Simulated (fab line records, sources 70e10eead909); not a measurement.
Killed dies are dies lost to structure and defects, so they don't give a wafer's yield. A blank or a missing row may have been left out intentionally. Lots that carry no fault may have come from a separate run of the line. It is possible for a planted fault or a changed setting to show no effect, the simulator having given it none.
Check for tools in common + flow nand-harc + 13 lots and 39 wafers in the sample

WHY THIS WAS OPENED
At NHARC_END_SORT_01 the reading killed-at-periphery is flagged on 2 of 13 lots. No-fault wafers: 3.3, standard deviation 2.1.
Rule: flag the lot when none of its wafers has a number, or when each of its wafers that has one lies beyond 4 standard deviations from that mean. All remaining lots are regarded as sound.

| lot  | measured     | on        | killed-at-periphery, wafer by wafer | flag    |
|------|--------------|-----------|-------------------------------------|---------|
| L108 | day 20 03:16 | prober-02 | 2 1 2                               |         |
| L109 | day 20 10:17 | prober-02 | 2 2 1                               |         |
| L110 | day 20 16:31 | prober-02 | 4 2 4                               |         |
| L111 | day 21 00:17 | prober-02 | 4 2 3                               |         |
| L115 | day 21 05:08 | prober-01 | 657 662 661                         | FLAGGED |
| L118 | day 21 22:04 | prober-02 | 655 659 657                         | FLAGGED |
| L121 | day 23 14:50 | prober-02 | 1 3 0                               |         |
| L127 | day 24 03:57 | prober-01 | 5 4 6                               |         |
| L129 | day 24 04:49 | prober-02 | 6 2 2                               |         |
| L126 | day 24 14:02 | prober-02 | 2 3 0                               |         |
| L123 | day 24 19:32 | prober-01 | 0 3 4                               |         |
| L130 | day 25 05:35 | prober-02 | 0 3 1                               |         |
| L131 | day 25 11:10 | prober-01 | 2 0 2                               |         |
On average the flagged lots read 658.5, which is +655.2 against the usual, or +99 or more standard deviations.

TOOL THAT RAN EACH LOT
Before the reading, the record contains 4 process steps out of a 1159-step route. Read each cell as the tool, then ch plus the chambers that the sampled wafers visited, then the start.
| lot  | flag    | NHARC_P_GATE_DEVELOP_45           | NHARC_THIN_TSV_DEP_43           | NHARC_THIN_TSV_DESCUM_35           | NHARC_THIN_TSV_ETCH_59            |
|------|---------|-----------------------------------|---------------------------------|------------------------------------|-----------------------------------|
| L108 |         | litho-track-02 ch 0, day 5 07:00  | pecvd-02 ch 0,1,2, day 19 02:05 | rie-diel-10 ch 0,1,2, day 19 08:56 | rie-metal-01 ch 0,1, day 19 09:09 |
| L109 |         | litho-track-07 ch 0, day 5 07:00  | pecvd-02 ch 0,1, day 19 04:39   | rie-diel-10 ch 0,1, day 19 11:17   | rie-metal-01 ch 0,1, day 19 11:29 |
| L110 |         | litho-track-02 ch 0, day 5 22:00  | pecvd-03 ch 1,2, day 19 05:33   | rie-diel-02 ch 0,2, day 19 12:31   | rie-metal-03 ch 0,1, day 19 12:40 |
| L111 |         | litho-track-07 ch 0, day 5 21:00  | pecvd-03 ch 0,1, day 19 21:59   | rie-diel-02 ch 0,3, day 20 05:08   | rie-metal-01 ch 0, day 20 05:16   |
| L115 | FLAGGED | litho-track-07 ch 0, day 6 22:00  | no row                          | no row                             | no row                            |
| L118 | FLAGGED | litho-track-07 ch 0, day 7 16:00  | no row                          | no row                             | no row                            |
| L121 |         | litho-track-02 ch 0, day 8 09:00  | pecvd-01 ch 0,1,2, day 22 20:56 | rie-diel-02 ch 0,2,3, day 23 03:38 | rie-metal-03 ch 0,1, day 23 03:50 |
| L127 |         | litho-track-05 ch 0, day 9 20:00  | pecvd-03 ch 0,1,2, day 23 02:07 | rie-diel-02 ch 1,2,3, day 23 09:05 | rie-metal-03 ch 0,1, day 23 09:13 |
| L129 |         | litho-track-07 ch 0, day 10 09:00 | pecvd-03 ch 0,2, day 23 12:01   | rie-diel-10 ch 0,2,3, day 23 20:10 | rie-metal-01 ch 0,1, day 23 20:19 |
| L126 |         | litho-track-02 ch 0, day 9 21:00  | pecvd-01 ch 0,1, day 23 20:47   | rie-diel-02 ch 0,3, day 24 03:40   | rie-metal-02 ch 0,1, day 24 03:49 |
| L123 |         | litho-track-05 ch 0, day 9 04:00  | pecvd-01 ch 0,1,2, day 23 21:58 | rie-diel-08 ch 1,2, day 24 04:57   | rie-metal-03 ch 0,1, day 24 05:07 |
| L130 |         | litho-track-05 ch 0, day 10 19:00 | pecvd-01 ch 0,1, day 24 05:44   | rie-diel-02 ch 0,2,3, day 24 12:50 | rie-metal-01 ch 0,1, day 24 12:58 |
| L131 |         | litho-track-02 ch 0, day 10 23:00 | pecvd-03 ch 0,2, day 24 04:32   | rie-diel-08 ch 0,1,3, day 24 11:31 | rie-metal-03 ch 0,1, day 24 11:38 |
What these steps do:
- NHARC_P_GATE_DEVELOP_45: time 70 s.
- NHARC_THIN_TSV_DEP_43: deposits SiO2, target thk 1328.5 nm.
- NHARC_THIN_TSV_DESCUM_35: chemistry O2, time 3 s.
- NHARC_THIN_TSV_ETCH_59: etches the open film in Cl2/BCl3, target depth 880 nm, time 138.1 s.
- NHARC_END_SORT_01

FLAGGED AGAINST TOTAL, ONE TOOL AT A TIME (gauges that did the reading follow at the end)
| step                     | tool           | lots run | flagged | share of the flagged lots | sound lots run after its first flagged lot |
|--------------------------|----------------|----------|---------|---------------------------|--------------------------------------------|
| NHARC_P_GATE_DEVELOP_45  | litho-track-02 | 5        | 0       | none                      | -                                          |
| NHARC_P_GATE_DEVELOP_45  | litho-track-05 | 3        | 0       | none                      | -                                          |
| NHARC_P_GATE_DEVELOP_45  | litho-track-07 | 5        | 2       | all                       | 1 (L129)                                   |
| NHARC_THIN_TSV_DEP_43    | pecvd-01       | 4        | 0       | none                      | -                                          |
| NHARC_THIN_TSV_DEP_43    | pecvd-02       | 2        | 0       | none                      | -                                          |
| NHARC_THIN_TSV_DEP_43    | pecvd-03       | 5        | 0       | none                      | -                                          |
| NHARC_THIN_TSV_DESCUM_35 | rie-diel-02    | 6        | 0       | none                      | -                                          |
| NHARC_THIN_TSV_DESCUM_35 | rie-diel-08    | 2        | 0       | none                      | -                                          |
| NHARC_THIN_TSV_DESCUM_35 | rie-diel-10    | 3        | 0       | none                      | -                                          |
| NHARC_THIN_TSV_ETCH_59   | rie-metal-01   | 5        | 0       | none                      | -                                          |
| NHARC_THIN_TSV_ETCH_59   | rie-metal-02   | 1        | 0       | none                      | -                                          |
| NHARC_THIN_TSV_ETCH_59   | rie-metal-03   | 5        | 0       | none                      | -                                          |
| NHARC_END_SORT_01        | prober-01      | 4        | 1       | some                      | 3 (L127,L123,L131)                         |
| NHARC_END_SORT_01        | prober-02      | 9        | 1       | some                      | 4 (L121,L129,L126,L130)                    |

WHAT THE TABLE ALLOWS
1 row of the table ran every flagged lot: litho-track-07 at NHARC_P_GATE_DEVELOP_45.
- litho-track-07 at NHARC_P_GATE_DEVELOP_45: 2 of its 5 lots flagged. Sound lots followed the first flagged one (L129) on it, something a lasting fault affecting the whole tool could not allow.
None of the table's rows ran every flagged lot and, after the first, no sound lot.

WHAT THE SIMULATOR HAD INSERTED
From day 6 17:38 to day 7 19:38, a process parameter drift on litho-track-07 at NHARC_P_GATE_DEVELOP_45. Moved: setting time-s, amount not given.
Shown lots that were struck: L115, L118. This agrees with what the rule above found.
